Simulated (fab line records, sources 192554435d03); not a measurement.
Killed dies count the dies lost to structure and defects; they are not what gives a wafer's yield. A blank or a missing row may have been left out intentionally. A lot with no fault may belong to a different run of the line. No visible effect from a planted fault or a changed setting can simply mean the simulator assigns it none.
Matching of chambers -- flow n5-finfet -- N5_BEOL_M1_PRE_CLEAN_60 on cvd-co-01: 3 sister chambers
The step time 15 s. 3 wafers are shown with their chamber, then 7 later ones without.

WAFERS WITH THEIR CHAMBER
wafer,chamber,heater-power-w (W)
L092.6,0,96
L093.1,2,75
L093.2,1,59

WAFERS WITH NO CHAMBER GIVEN
wafer,heater-power-w (W)
L093.6,75
L094.1,58
L094.2,95
L094.6,94
L096.2,60
L096.5,96
L096.6,60

WHICH CHAMBER EACH ONE RAN IN
wafer,from the rows above,in truth
L093.6,2,2
L094.1,1,1
L094.2,0,0
L094.6,0,0
L096.2,1,1
L096.5,0,0
L096.6,1,1
Placed correctly: 7 of 7. From these rows, 0 cannot be placed. Placed wrongly: 0.
How it was worked out, from the rows above alone: a wafer's distance from a chamber is the root of the sum, over the readings, of the square of ((its reading less the chamber's mean) divided by the reading's scatter). The wafer belongs to the nearest chamber; if the next one is less than 2 further off, it can't be placed. The mean given for a chamber averages the wafers shown for that chamber. The scatter: root of mean squared gap, hidden wafer to nearest shown wafer, with one shown wafer a chamber.
